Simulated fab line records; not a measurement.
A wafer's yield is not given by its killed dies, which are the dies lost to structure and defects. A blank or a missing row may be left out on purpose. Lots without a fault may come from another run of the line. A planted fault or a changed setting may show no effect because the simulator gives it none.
Split-lot trial | flow n5 finfet | on a route of 1938 steps: 7 lots, 21 wafers read

== ABOUT THE SPLIT ==
At N5_BEOL_M10_ETCH_62 (etches SOC in N2/H2, target depth 110 nm, overetch 22 nm, time 165 s), the setting time s was moved away from the recipe's 165 s on 10 of the 21 wafers read, by -12.4% to +22.4%. All remaining wafers had this setting at the recipe value.

== FROM THE SPLIT TO THE READING: what the file shows between them, 2 steps ==
- N5_BEOL_M10_STRIP_68: strips in N2/H2
- N5_BEOL_M10_STRIP_67: strips in CF4

== THE READING ==
etch.depth nm (the simulator's own value, which no gauge read), in nm, at N5_BEOL_M10_HM_OPEN_17 (chemistry Cl2/BCl3, target TiN, target depth 20 nm, overetch 6 nm). The file gives no usual value for it. Here, 11 wafers ran the recipe; their average is 20.20 nm with a standard deviation of 0.23 nm.

wafer  | tool, chamber at the split | time s as run, s | against the recipe | etch.depth nm, nm | against lot-mates on the recipe
L074.2 | rie diel-06, 0,3           | 192.1            | +16.4%             | 17.45             | -2.62
L074.4 | rie diel-06, 1             | 165              | recipe             | 20.07             | -
L074.6 | rie diel-06, 0,3           | 192.1            | +16.4%             | 17.25             | -2.82
L075.1 | rie diel-06, 2,3           | 165              | recipe             | 20.47             | -
L075.4 | rie diel-06, 1             | 174.3            | +5.6%              | 19.18             | -1.34
L075.5 | rie diel-06, 2,3           | 165              | recipe             | 20.57             | -
L078.1 | rie diel-05, 0,2           | 165              | recipe             | 19.96             | -
L078.3 | rie diel-05, 1             | 189.5            | +14.8%             | 17.74             | -2.34
L078.6 | rie diel-05, 0,2           | 165              | recipe             | 20.19             | -
L090.4 | rie diel-04, 1,2           | 144.5            | -12.4%             | 20.03             | +0.18
L090.5 | rie diel-04, 3             | 165              | recipe             | 19.85             | -
L090.6 | rie diel-04, 1,2           | 144.5            | -12.4%             | 19.7              | -0.15
L089.1 | rie diel-05, 3,1,0         | 165              | recipe             | 20.56             | -
L089.3 | rie diel-05, 3,1,0         | 165              | recipe             | 20.09             | -
L089.4 | rie diel-05, 3,1,0         | 165              | recipe             | 20.16             | -
L091.2 | rie diel-05, 1,0           | 201.9            | +22.4%             | 16.55             | -3.68
L091.3 | rie diel-05, 1,0           | 201.9            | +22.4%             | 16.95             | -3.28
L091.4 | rie diel-05, 3             | 165              | recipe             | 20.23             | -
L096.1 | rie diel-04, 1,3           | 176.6            | +7.0%              | 18.61             | -1.43
L096.3 | rie diel-04, 1,3           | 176.6            | +7.0%              | 18.72             | -1.32
L096.5 | rie diel-04, 1             | 165              | recipe             | 20.04             | -
The file does not say which wafer passed through which chamber wherever a row lists several chambers: such a row stands for several wafers.

THE FIT
A straight line over all 21 wafers: etch.depth nm changes by -0.12 nm for each +1% of time s; r = -0.88; the points scatter about the line by 0.63 nm.
The same after taking each lot's own level away (the mean of its wafers on the recipe; 21 wafers): -0.125 nm for each +1%; r = -0.92; scatter 0.52 nm.
That fit puts the effect of the largest move of time s on the reading at 2.8 nm.
Measured against the standard deviation above, the lots' own levels, which go from 19.850 to 20.520 nm, span 2.9 times it.
So the lot-to-lot level changes the slope little: the two slopes agree.
Check: with one of the wafers moved furthest among these (+22.4%) left out of the fit, the line predicts -3.01 nm for it against its lot-mates. It came out at -3.68 nm against them.

== OTHER SPLITS ON THESE WAFERS ==
Note: prior to the reading, these wafers also went through further splits. Each is held against what the fit with the lots' levels taken away leaves over:
other split on the same wafers     | wafers away from the commonest value | r with etch.depth nm (lot level and that fit taken away)
N5_BEOL_M7_DESCUM_33 time s        | 7                                    | -0.22
N5_BEOL_M8_DEP_56 time s           | 6                                    | -0.18
N5_BEOL_M9_ILD_DEP_00 time s       | 6                                    | -0.09
N5_BEOL_M9_ETCH_65 bias w          | 4                                    | -0.20
N5_BEOL_M9_TRENCH_ETCH_37 source w | 7                                    | -0.11

== THE FILE'S OWN FIT ==
etch.depth nm changes by -0.142 nm for each +1% of time s, r = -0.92.
